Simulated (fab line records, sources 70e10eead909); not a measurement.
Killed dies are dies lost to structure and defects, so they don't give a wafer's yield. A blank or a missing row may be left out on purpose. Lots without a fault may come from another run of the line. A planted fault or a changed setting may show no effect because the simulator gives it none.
Which tool did it? | flow nand_harc | 22 lots, 66 wafers sampled, at 6 steps of a route of 1302

WHAT THE GAUGES READ, wafer by wafer
The record holds no reading of a measuring or inspecting step that can be judged against a usual standard deviation.

WHICH TOOL RAN EACH LOT (tool, then ch and the chambers of the sampled wafers, then the start)
lot  | NHARC_A_STAIRCASE_ETCH_292         | NHARC_A_STAIRCASE_STRIP_295                   | NHARC_A_STAIRCASE_ETCH_453                    | NHARC_A_STAIRCASE_STRIP_476        | NHARC_A_STAIRCASE_DEP_417       | NHARC_A_STAIRCASE_STRIP_446
L074 | rie_diel-09 ch 2,3, day 16 21:57   | rie_diel-09 ch 0,1, day 17 11:23 or earlier   | rie_diel-06 ch 2,3, day 17 11:23 or earlier   | rie_diel-06 ch 0,1,3, day 17 11:23 | pecvd-04 ch 0,1,2, day 17 11:37 | plasma_asher-02 ch 0,1, day 19 03:26
L076 | rie_diel-01 ch 0,1,3, day 17 09:14 | rie_diel-01 ch 1,2, day 17 20:20 or earlier   | rie_diel-09 ch 0,1,3, day 17 20:20 or earlier | rie_diel-01 ch 0,3, day 17 20:20   | pecvd-02 ch 0, day 17 20:26     | plasma_asher-02 ch 0,1, day 19 13:42
L075 | rie_diel-06 ch 1,2,3, day 17 10:57 | rie_diel-06 ch 0,1, day 17 21:35 or earlier   | rie_diel-09 ch 0,2,3, day 17 21:35 or earlier | rie_diel-06 ch 0,1,3, day 17 21:35 | pecvd-04 ch 0,1,2, day 17 21:41 | plasma_asher-01 ch 0,1, day 19 14:32
L078 | rie_diel-06 ch 1,2,3, day 18 05:16 | rie_diel-06 ch 0,1,2, day 18 16:41 or earlier | rie_diel-01 ch 0,1,2, day 18 16:41 or earlier | rie_diel-06 ch 2,3, day 18 16:41   | pecvd-02 ch 0,1,2, day 18 16:50 | plasma_asher-02 ch 0,1, day 20 17:43
L077 | rie_diel-09 ch 0,1,2, day 18 05:53 | rie_diel-09 ch 0,1,3, day 18 16:16 or earlier | rie_diel-09 ch 1,2,3, day 18 16:16 or earlier | rie_diel-06 ch 1,2,3, day 18 16:16 | pecvd-02 ch 0,1,2, day 18 16:22 | plasma_asher-02 ch 0,1, day 20 17:26
L080 | rie_diel-09 ch 1,2, day 18 14:29   | rie_diel-09 ch 1,3, day 18 23:56 or earlier   | rie_diel-09 ch 0,2, day 18 23:56 or earlier   | rie_diel-06 ch 0,2, day 18 23:56   | pecvd-04 ch 1,2, day 19 00:01   | plasma_asher-01 ch 1, day 20 20:29
L079 | rie_diel-01 ch 0,2,3, day 18 16:38 | rie_diel-01 ch 0,1,3, day 19 01:35 or earlier | rie_diel-06 ch 0,1,2, day 19 01:35 or earlier | rie_diel-06 ch 0,1,3, day 19 01:35 | pecvd-04 ch 1,2, day 19 01:43   | plasma_asher-01 ch 0,1, day 20 17:36
L082 | rie_diel-06 ch 0,1, day 19 15:58   | rie_diel-06 ch 1,3, day 20 02:42 or earlier   | rie_diel-09 ch 0,1,2, day 20 02:42 or earlier | rie_diel-01 ch 0,2, day 20 02:42   | pecvd-03 ch 0,2, day 20 03:01   | plasma_asher-01 ch 0,1, day 22 02:22
L081 | rie_diel-06 ch 0,1,3, day 19 20:42 | rie_diel-06 ch 0,2,3, day 20 08:11 or earlier | rie_diel-01 ch 1,2,3, day 20 08:11 or earlier | rie_diel-01 ch 0,2,3, day 20 08:11 | pecvd-03 ch 1,2, day 20 08:19   | plasma_asher-02 ch 0,1, day 22 01:39
L083 | rie_diel-09 ch 0,1, day 20 05:23   | rie_diel-09 ch 2,3, day 20 19:02 or earlier   | rie_diel-06 ch 0,3, day 20 19:02 or earlier   | rie_diel-06 ch 1,2, day 20 19:02   | pecvd-02 ch 0,2, day 20 19:13   | plasma_asher-02 ch 0,1, day 22 17:01
L085 | rie_diel-06 ch 0,2,3, day 20 22:43 | rie_diel-06 ch 0,2,3, day 21 07:41 or earlier | rie_diel-09 ch 0,1,3, day 21 07:41 or earlier | rie_diel-09 ch 1,2,3, day 21 07:41 | pecvd-03 ch 0,1,2, day 21 07:46 | plasma_asher-01 ch 0,1, day 23 06:27
L084 | rie_diel-06 ch 1,2, day 21 01:04   | rie_diel-06 ch 1,2, day 21 10:13 or earlier   | rie_diel-01 ch 0,1, day 21 10:13 or earlier   | rie_diel-09 ch 0,1, day 21 10:13   | pecvd-02 ch 0,1,2, day 21 10:21 | plasma_asher-02 ch 0,1, day 23 06:31
L086 | rie_diel-06 ch 1,2,3, day 21 15:33 | rie_diel-06 ch 0,1, day 22 05:32 or earlier   | rie_diel-06 ch 0,1,2, day 22 05:32 or earlier | rie_diel-09 ch 0,1,2, day 22 05:32 | pecvd-04 ch 0,1,2, day 22 05:41 | plasma_asher-01 ch 0,1, day 23 23:04
L087 | rie_diel-06 ch 2,3, day 22 06:50   | rie_diel-06 ch 0,1,2, day 22 15:47 or earlier | rie_diel-09 ch 0,1,2, day 22 15:47 or earlier | rie_diel-09 ch 1,2,3, day 22 15:47 | pecvd-02 ch 0,1,2, day 22 15:52 | plasma_asher-02 ch 0,1, day 24 11:27
L088 | rie_diel-06 ch 1,2,3, day 22 18:44 | rie_diel-06 ch 0,1,2, day 23 05:25 or earlier | rie_diel-06 ch 1,3, day 23 05:25 or earlier   | rie_diel-09 ch 2,3, day 23 05:25   | pecvd-04 ch 1,2, day 23 05:36   | plasma_asher-01 ch 0,1, day 24 20:10
L089 | rie_diel-01 ch 0,1,3, day 22 18:59 | rie_diel-01 ch 0,2,3, day 23 08:26 or earlier | rie_diel-06 ch 1,2,3, day 23 08:26 or earlier | rie_diel-01 ch 0,1, day 23 08:26   | pecvd-02 ch 0,1,2, day 23 08:36 | plasma_asher-01 ch 0,1, day 24 20:26
L092 | rie_diel-06 ch 1,2, day 24 00:26   | rie_diel-06 ch 0,1,2, day 24 10:07 or earlier | rie_diel-09 ch 0,1, day 24 10:07              | rie_diel-09 ch 2,3, day 24 13:47   | pecvd-03 ch 1,2, day 24 13:54   | plasma_asher-01 ch 0,1, day 26 13:07
L091 | rie_diel-09 ch 0,1,2, day 24 02:56 | rie_diel-09 ch 0,1,2, day 24 15:20 or earlier | rie_diel-09 ch 0,2, day 24 15:20 or earlier   | rie_diel-06 ch 0,1, day 24 15:20   | pecvd-03 ch 0,1,2, day 24 15:26 | plasma_asher-02 ch 0,1, day 26 13:00
L093 | rie_diel-01 ch 0,1, day 24 08:49   | rie_diel-06 ch 0,3, day 24 22:27 or earlier   | rie_diel-09 ch 1,2, day 24 22:27 or earlier   | rie_diel-06 ch 1,2, day 24 22:27   | pecvd-02 ch 1,2, day 24 22:33   | plasma_asher-01 ch 0,1, day 26 14:14
L095 | rie_diel-06 ch 0,2, day 25 11:54   | rie_diel-06 ch 0,1,3, day 25 22:04 or earlier | rie_diel-06 ch 0,1, day 25 22:04 or earlier   | rie_diel-09 ch 1,3, day 25 22:04   | pecvd-03 ch 0,1,2, day 25 22:15 | plasma_asher-01 ch 0,1, day 27 21:23
L097 | rie_diel-01 ch 1,2,3, day 26 12:44 | rie_diel-01 ch 1,2,3, day 27 01:04 or earlier | rie_diel-06 ch 0,2,3, day 27 01:04 or earlier | rie_diel-01 ch 1,2,3, day 27 01:04 | pecvd-04 ch 0,1, day 27 01:10   | plasma_asher-01 ch 0,1, day 28 18:15
L096 | rie_diel-09 ch 0,1,2, day 26 21:57 | rie_diel-09 ch 0,2,3, day 27 10:13 or earlier | rie_diel-01 ch 0,1,3, day 27 10:13 or earlier | rie_diel-09 ch 0,1,2, day 27 10:13 | pecvd-03 ch 0,1,2, day 27 10:19 | plasma_asher-01 ch 0,1, day 29 10:24
- NHARC_A_STAIRCASE_ETCH_292: etches the open film in CF4/CHF3.
- NHARC_A_STAIRCASE_STRIP_295: strips in O2.
- NHARC_A_STAIRCASE_ETCH_453: etches the open film in CF4/O2, target depth 30 nm, overetch 3 nm, time 16.5 s.
- NHARC_A_STAIRCASE_STRIP_476: strips in O2, time 20 s.
- NHARC_A_STAIRCASE_DEP_417: deposits Si3N4, target thk 60 nm.
- NHARC_A_STAIRCASE_STRIP_446: strips in O2.

WHAT THE TOOLS THEMSELVES READ (means of the sampled wafers that have a number; where no wafer has one, the mark that the record gives instead)
NHARC_A_STAIRCASE_ETCH_292. Usual: drypump_motor_current_A 5.8 A, standard deviation 0.45; oes_product_au 0.936 a.u., standard deviation 0.017; rf_vpp_V 369.9 V, standard deviation 2.7; showerhead_plenum_p_Torr 1.55 Torr, standard deviation 0.076; throttle_valve_pct 16.803 %, standard deviation 0.0095.
lot  | tool        | drypump_motor_current_A (A) | oes_product_au (a.u.) | rf_vpp_V (V) | showerhead_plenum_p_Torr (Torr) | throttle_valve_pct (%) | flag
L074 | rie_diel-09 | 6.2                         | 0.925                 | 372.9        | 1.66                            | 16.813                 |
L076 | rie_diel-01 | 5.6                         | 0.938                 | 368.7        | 1.54                            | 16.796                 |
L075 | rie_diel-06 | 6.0                         | 0.931                 | 369.8        | 1.55                            | 16.804                 |
L078 | rie_diel-06 | 6.0                         | 0.931                 | 369.6        | 1.55                            | 16.801                 |
L077 | rie_diel-09 | 5.6                         | 0.931                 | 371.3        | 1.59                            | 16.803                 |
L080 | rie_diel-09 | 5.7                         | 0.923                 | 373.2        | 1.66                            | 16.795                 |
L079 | rie_diel-01 | 5.6                         | 0.931                 | 370.0        | 1.57                            | 16.805                 |
L082 | rie_diel-06 | 5.6                         | 0.928                 | 367.9        | 1.49                            | 16.808                 |
L081 | rie_diel-06 | 5.7                         | 0.965                 | 367.2        | 1.49                            | 16.809                 |
L083 | rie_diel-09 | 5.6                         | 0.917                 | 368.5        | 1.51                            | 16.803                 |
L085 | rie_diel-06 | 5.7                         | 0.970                 | 370.1        | 1.54                            | 16.798                 |
L084 | rie_diel-06 | 6.2                         | 0.926                 | 371.4        | 1.60                            | 16.794                 |
L086 | rie_diel-06 | 6.0                         | 0.978                 | 370.5        | 1.54                            | 16.808                 |
L087 | rie_diel-06 | 5.8                         | 0.938                 | 369.9        | 1.54                            | 16.801                 |
L088 | rie_diel-06 | 6.0                         | 0.929                 | 369.2        | 1.54                            | 16.798                 |
L089 | rie_diel-01 | 5.5                         | 0.942                 | 369.9        | 1.52                            | 16.803                 |
L092 | rie_diel-06 | 6.2                         | 0.924                 | 371.2        | 1.60                            | 16.809                 |
L091 | rie_diel-09 | 5.6                         | 0.929                 | 370.6        | 1.58                            | 16.796                 |
L093 | rie_diel-01 | 5.4                         | 0.926                 | 369.5        | 1.54                            | 16.805                 |
L095 | rie_diel-06 | 5.9                         | 0.929                 | 371.1        | 1.59                            | 16.799                 |
L097 | rie_diel-01 | 5.7                         | 0.921                 | 370.2        | 1.57                            | 16.804                 |
L096 | rie_diel-09 | 5.6                         | 0.924                 | 369.8        | 1.57                            | 16.802                 |

NHARC_A_STAIRCASE_STRIP_295. Usual: drypump_motor_current_A 5.8 A, standard deviation 0.5; oes_product_au 1.002 a.u., standard deviation 0.0069; rf_vpp_V 57.6 V, standard deviation 0.81; showerhead_plenum_p_Torr 3.47 Torr, standard deviation 0.17; throttle_valve_pct 17.037 %, standard deviation 0.0098.
lot  | tool        | drypump_motor_current_A (A) | oes_product_au (a.u.) | rf_vpp_V (V) | showerhead_plenum_p_Torr (Torr) | throttle_valve_pct (%) | flag
L074 | rie_diel-09 | 5.6                         | 0.995                 | 57.4         | 3.41                            | 17.044                 |
L076 | rie_diel-01 | 5.6                         | 1.002                 | 57.8         | 3.61                            | 17.041                 |
L075 | rie_diel-06 | 5.6                         | 1.000                 | 57.3         | 3.36                            | 17.031                 |
L078 | rie_diel-06 | 5.9                         | 0.997                 | 57.0         | 3.48                            | 17.040                 |
L077 | rie_diel-09 | 5.7                         | 0.995                 | 57.4         | 3.47                            | 17.028                 |
L080 | rie_diel-09 | 5.9                         | 0.997                 | 57.4         | 3.55                            | 17.032                 |
L079 | rie_diel-01 | 5.6                         | 1.000                 | 57.6         | 3.44                            | 17.028                 |
L082 | rie_diel-06 | 6.1                         | 1.006                 | 57.3         | 3.36                            | 17.034                 |
L081 | rie_diel-06 | 5.7                         | 0.996                 | 56.8         | 3.46                            | 17.029                 |
L083 | rie_diel-09 | 6.4                         | 1.005                 | 58.0         | 3.62                            | 17.044                 |
L085 | rie_diel-06 | 5.7                         | 1.003                 | 57.2         | 3.45                            | 17.042                 |
L084 | rie_diel-06 | 6.2                         | 1.004                 | 57.7         | 3.48                            | 17.040                 |
L086 | rie_diel-06 | 6.0                         | 1.004                 | 57.3         | 3.36                            | 17.030                 |
L087 | rie_diel-06 | 5.9                         | 1.001                 | 57.6         | 3.46                            | 17.036                 |
L088 | rie_diel-06 | 5.9                         | 1.001                 | 57.5         | 3.46                            | 17.032                 |
L089 | rie_diel-01 | 5.7                         | 1.005                 | 58.0         | 3.51                            | 17.033                 |
L092 | rie_diel-06 | 5.9                         | 0.998                 | 57.0         | 3.46                            | 17.038                 |
L091 | rie_diel-09 | 5.6                         | 0.999                 | 58.4         | 3.54                            | 17.043                 |
L093 | rie_diel-06 | 5.4                         | 1.006                 | 56.8         | 3.32                            | 17.046                 |
L095 | rie_diel-06 | 5.7                         | 1.007                 | 57.3         | 3.33                            | 17.038                 |
L097 | rie_diel-01 | 5.7                         | 1.002                 | 58.1         | 3.52                            | 17.028                 |
L096 | rie_diel-09 | 6.2                         | 1.000                 | 58.1         | 3.52                            | 17.033                 |

NHARC_A_STAIRCASE_ETCH_453. Usual: drypump_motor_current_A 5.8 A, standard deviation 0.52; oes_ar_750_au 1.000 a.u., standard deviation 0.0043; oes_product_au 1.000 a.u., standard deviation 0.0071; rf_vpp_V 197.5 V, standard deviation 1.6; showerhead_plenum_p_Torr 1.32 Torr, standard deviation 0.068; throttle_valve_pct 13.397 %, standard deviation 0.0081.
lot  | tool        | drypump_motor_current_A (A) | oes_ar_750_au (a.u.) | oes_product_au (a.u.) | rf_vpp_V (V) | showerhead_plenum_p_Torr (Torr) | throttle_valve_pct (%) | flag
L074 | rie_diel-06 | 5.8                         | 1.002                | 1.003                 | 197.6        | 1.31                            | 13.393                 |
L076 | rie_diel-09 | 5.7                         | 1.000                | 0.996                 | 197.5        | 1.31                            | 13.394                 |
L075 | rie_diel-09 | 6.2                         | 1.002                | 0.993                 | 197.8        | 1.34                            | 13.398                 |
L078 | rie_diel-01 | 5.5                         | 0.998                | 0.994                 | 198.7        | 1.36                            | 13.394                 |
L077 | rie_diel-09 | 5.8                         | 0.996                | 1.005                 | 199.3        | 1.38                            | 13.399                 |
L080 | rie_diel-09 | 6.0                         | 0.996                | 0.993                 | 197.8        | 1.31                            | 13.395                 |
L079 | rie_diel-06 | 5.9                         | 1.004                | 0.999                 | 197.2        | 1.32                            | 13.379                 |
L082 | rie_diel-09 | 5.6                         | 1.004                | 1.004                 | 198.0        | 1.35                            | 13.386                 |
L081 | rie_diel-01 | 5.7                         | 1.000                | 1.003                 | 197.7        | 1.34                            | 13.401                 |
L083 | rie_diel-06 | 5.5                         | 0.998                | 1.007                 | 196.3        | 1.26                            | 13.399                 |
L085 | rie_diel-09 | 5.7                         | 0.999                | 1.002                 | 197.6        | 1.31                            | 13.390                 |
L084 | rie_diel-01 | 5.4                         | 0.996                | 1.000                 | 197.4        | 1.31                            | 13.402                 |
L086 | rie_diel-06 | 5.9                         | 0.999                | 1.000                 | 197.5        | 1.31                            | 13.398                 |
L087 | rie_diel-09 | 5.6                         | 1.000                | 0.994                 | 197.3        | 1.34                            | 13.396                 |
L088 | rie_diel-06 | 6.1                         | 1.004                | 1.003                 | 196.0        | 1.26                            | 13.398                 |
L089 | rie_diel-06 | 6.0                         | 1.001                | 1.000                 | 197.0        | 1.31                            | 13.400                 |
L092 | rie_diel-09 | 5.6                         | 1.000                | 0.997                 | 196.1        | 1.27                            | 13.396                 |
L091 | rie_diel-09 | 6.1                         | 1.002                | 0.999                 | 198.6        | 1.37                            | 13.395                 |
L093 | rie_diel-09 | 5.6                         | 1.002                | 0.998                 | 198.8        | 1.40                            | 13.395                 |
L095 | rie_diel-06 | 5.6                         | 0.999                | 1.002                 | 195.2        | 1.25                            | 13.399                 |
L097 | rie_diel-06 | 5.7                         | 0.999                | 1.008                 | 197.0        | 1.30                            | 13.402                 |
L096 | rie_diel-01 | 5.5                         | 1.002                | 0.998                 | 196.7        | 1.29                            | 13.402                 |

NHARC_A_STAIRCASE_STRIP_476. Usual: drypump_motor_current_A 5.8 A, standard deviation 0.5; oes_product_au 1.002 a.u., standard deviation 0.0067; rf_vpp_V 57.7 V, standard deviation 0.96; showerhead_plenum_p_Torr 3.50 Torr, standard deviation 0.17; throttle_valve_pct 17.037 %, standard deviation 0.0086.
lot  | tool        | drypump_motor_current_A (A) | oes_product_au (a.u.) | rf_vpp_V (V) | showerhead_plenum_p_Torr (Torr) | throttle_valve_pct (%) | flag
L074 | rie_diel-06 | 5.7                         | 1.003                 | 57.9         | 3.36                            | 17.036                 |
L076 | rie_diel-01 | 5.7                         | 0.999                 | 57.0         | 3.39                            | 17.044                 |
L075 | rie_diel-06 | 5.8                         | 1.003                 | 58.0         | 3.36                            | 17.042                 |
L078 | rie_diel-06 | 6.0                         | 0.998                 | 57.9         | 3.59                            | 17.027                 |
L077 | rie_diel-06 | 6.1                         | 0.998                 | 57.8         | 3.48                            | 17.041                 |
L080 | rie_diel-06 | 5.6                         | 0.998                 | 57.7         | 3.47                            | 17.042                 |
L079 | rie_diel-06 | 5.7                         | 0.998                 | 57.3         | 3.35                            | 17.029                 |
L082 | rie_diel-01 | 5.5                         | 1.006                 | 57.9         | 3.56                            | 17.033                 |
L081 | rie_diel-01 | 5.7                         | 1.009                 | 57.9         | 3.52                            | 17.029                 |
L083 | rie_diel-06 | 6.2                         | 1.000                 | 57.5         | 3.60                            | 17.041                 |
L085 | rie_diel-09 | 5.8                         | 1.002                 | 57.8         | 3.62                            | 17.035                 |
L084 | rie_diel-09 | 5.6                         | 0.996                 | 56.1         | 3.39                            | 17.034                 |
L086 | rie_diel-09 | 5.6                         | 1.002                 | 57.0         | 3.55                            | 17.041                 |
L087 | rie_diel-09 | 5.8                         | 1.005                 | 58.8         | 3.62                            | 17.028                 |
L088 | rie_diel-09 | 6.3                         | 1.006                 | 59.0         | 3.70                            | 17.044                 |
L089 | rie_diel-01 | 5.4                         | 1.009                 | 57.3         | 3.48                            | 17.037                 |
L092 | rie_diel-09 | 6.4                         | 1.007                 | 58.2         | 3.60                            | 17.038                 |
L091 | rie_diel-06 | 5.6                         | 1.002                 | 57.4         | 3.33                            | 17.038                 |
L093 | rie_diel-06 | 6.2                         | 0.995                 | 58.4         | 3.46                            | 17.028                 |
L095 | rie_diel-09 | 5.3                         | 1.001                 | 57.0         | 3.53                            | 17.044                 |
L097 | rie_diel-01 | 5.7                         | 1.002                 | 57.6         | 3.52                            | 17.043                 |
L096 | rie_diel-09 | 5.7                         | 1.009                 | 58.0         | 3.52                            | 17.037                 |

NHARC_A_STAIRCASE_DEP_417. Usual: heater_power_w 737 W, standard deviation 100; showerhead_vpp_V 1304 V, standard deviation 40.
lot  | tool     | heater_power_w (W) | showerhead_vpp_V (V) | flag
L074 | pecvd-04 | 726                | 1297                 |
L076 | pecvd-02 | 613                | 1280                 |
L075 | pecvd-04 | 770                | 1289                 |
L078 | pecvd-02 | 661                | 1305                 |
L077 | pecvd-02 | 619                | 1308                 |
L080 | pecvd-04 | 732                | 1302                 |
L079 | pecvd-04 | 813                | 1258                 |
L082 | pecvd-03 | 730                | 1322                 |
L081 | pecvd-03 | 777                | 1316                 |
L083 | pecvd-02 | 710                | 1308                 |
L085 | pecvd-03 | 802                | 1322                 |
L084 | pecvd-02 | 681                | 1294                 |
L086 | pecvd-04 | 770                | 1304                 |
L087 | pecvd-02 | 666                | 1292                 |
L088 | pecvd-04 | 821                | 1294                 |
L089 | pecvd-02 | 674                | 1311                 |
L092 | pecvd-03 | 826                | 1330                 |
L091 | pecvd-03 | 757                | 1313                 |
L093 | pecvd-02 | 633                | 1304                 |
L095 | pecvd-03 | 774                | 1328                 |
L097 | pecvd-04 | 690                | 1344                 |
L096 | pecvd-03 | 749                | 1320                 |

NHARC_A_STAIRCASE_STRIP_446. Usual: drypump_motor_current_A 5.8 A, standard deviation 0.64; heater_power_w 340 W, standard deviation 41.
lot  | tool            | drypump_motor_current_A (A) | heater_power_w (W) | flag
L074 | plasma_asher-02 | 6.0                         | 327                |
L076 | plasma_asher-02 | 6.1                         | 368                |
L075 | plasma_asher-01 | 6.0                         | 342                |
L078 | plasma_asher-02 | 6.1                         | 366                |
L077 | plasma_asher-02 | 6.0                         | 326                |
L080 | plasma_asher-01 | 6.5                         | 357                |
L079 | plasma_asher-01 | 5.4                         | 332                |
L082 | plasma_asher-01 | 5.4                         | 334                |
L081 | plasma_asher-02 | 6.0                         | 326                |
L083 | plasma_asher-02 | 6.1                         | 371                |
L085 | plasma_asher-01 | 6.0                         | 344                |
L084 | plasma_asher-02 | 6.0                         | 325                |
L086 | plasma_asher-01 | 5.4                         | 327                |
L087 | plasma_asher-02 | 6.1                         | 369                |
L088 | plasma_asher-01 | 5.5                         | 329                |
L089 | plasma_asher-01 | 5.4                         | 332                |
L092 | plasma_asher-01 | 5.5                         | 326                |
L091 | plasma_asher-02 | 6.1                         | 370                |
L093 | plasma_asher-01 | 5.5                         | 329                |
L095 | plasma_asher-01 | 5.4                         | 327                |
L097 | plasma_asher-01 | 6.0                         | 339                |
L096 | plasma_asher-01 | 5.4                         | 329                |

THE ANSWER, worked out from the rows above alone
Rule: a lot is off if the mean of its wafers that have a number lies more than 3 standard deviations from the usual mean. A lot without any number at a reading at which 4 lots or more have one is off too. The other lots that the step has rows for count as sound. The gauges are gone through in route order, then the tools' own readings, and for those a lot's mean is taken as printed above. The first step at which some lot is off is used, and at that step the reading that is off furthest; a lot without a number counts as furthest.
No lot is off at any reading shown: from this, nothing can be told.

WHAT THE SIMULATOR HAD PUT IN
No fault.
